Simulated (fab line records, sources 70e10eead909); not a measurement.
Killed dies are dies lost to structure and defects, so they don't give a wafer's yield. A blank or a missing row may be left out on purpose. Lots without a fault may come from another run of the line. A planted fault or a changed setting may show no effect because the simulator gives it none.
One fault seen from 3 desks | flow nand_harc | each desk has only its own numbers; what lay behind them comes last

THE DEFECT DESK
What the inspections along the route counted, lot by lot: means of the sampled wafers that have a number. A lot is out of limits, marked OUT, if its mean lies more than 4 standard deviations from the usual mean; the brackets give that distance.
Columns: A = raw_defect_count at NHARC_P_GATE_INSPECT_68, usual 199
lot  | first seen here | A
L591 | day 5 17:17     | 164
L593 | day 6 05:20     | 184
L596 | day 6 11:44     | 196
L595 | day 6 11:58     | 215
L594 | day 6 15:50     | 118
L597 | day 7 08:09     | 124
L599 | day 7 23:17     | 504 (+4.1) OUT
L600 | day 8 03:02     | 137
L603 | day 8 23:43     | 232
L611 | day 10 16:44    | 202
L609 | day 10 23:16    | 128
L613 | day 11 07:07    | 193
This desk's finding: out of limits on L599; first on L599, day 7 23:17 (raw_defect_count at NHARC_P_GATE_INSPECT_68). In limits: L591, L593, L596, L595, L594, L597, L600, L603, L611, L609, L613.

THE METROLOGY DESK
What the gauges read, lot by lot, whatever tool the lot ran on: means of the sampled wafers that have a number. A lot is out of limits, marked OUT, if its mean lies more than 4 standard deviations from the usual mean; the brackets give that distance.
Columns: A = overlay_x_nm at NHARC_P_CONTACT_OVL_MEAS_13, usual 0.0 nm; B = overlay_y_nm at NHARC_P_CONTACT_OVL_MEAS_13, usual -0.1 nm
lot  | first seen here | A    | B
L591 | day 5 19:07     | -0.0 | -0.7
L593 | day 6 07:02     | 0.3  | 1.4
L596 | day 6 13:26     | 0.1  | -1.1
L595 | day 6 13:41     | 0.2  | -1.2
L594 | day 6 17:25     | -0.6 | 0.9
L597 | day 7 10:07     | -0.6 | -0.8
L599 | day 8 00:59     | 1.6  | 0.7
L600 | day 8 04:38     | -0.9 | 0.2
L603 | day 9 01:48     | -0.9 | -1.1
L611 | day 10 18:35    | -0.5 | -0.5
L609 | day 11 00:50    | -1.3 | 0.9
L613 | day 11 08:58    | 0.8  | -0.2
This desk's finding: nothing out of limits on any of the 12 lots.

THE TOOL OWNER'S DESK: plasma_asher-02
The tool's own readings at NHARC_P_GATE_STRIP_112 (strips in N2/H2, time 200 s): means of the sampled wafers that have a number, for each lot that ran on this tool. A lot is out of limits, marked OUT, if its mean lies more than 4 standard deviations from the usual mean; the brackets give that distance.
Columns: A = drypump_motor_current_A at NHARC_P_GATE_STRIP_112, usual 6.0 A; B = heater_power_w at NHARC_P_GATE_STRIP_112, usual 81 W
lot  | first seen here | A   | B
L596 | day 6 07:07     | 6.4 | 80
L595 | day 6 07:34     | 5.9 | 82
L599 | day 7 19:10     | 6.1 | 80
This desk's finding: nothing out of limits on any of the 3 lots.

PUT TOGETHER
The defect desk could have raised an alarm at day 7 23:17, on L599.
The metrology desk saw nothing out of limits.
The tool owner's desk saw nothing out of limits.
The metrology desk has L599 on record, within its limits.
The tool owner's desk has L599 on record, within its limits.
Of the lots named, all ran NHARC_P_GATE_STRIP_112 on plasma_asher-02.

WHAT THE SIMULATOR HAD PUT IN
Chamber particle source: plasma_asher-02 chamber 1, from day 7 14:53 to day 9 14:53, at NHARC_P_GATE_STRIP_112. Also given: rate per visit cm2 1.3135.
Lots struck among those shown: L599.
Hours from the fault's start to each desk's first reading out of limits: the defect desk, 8.
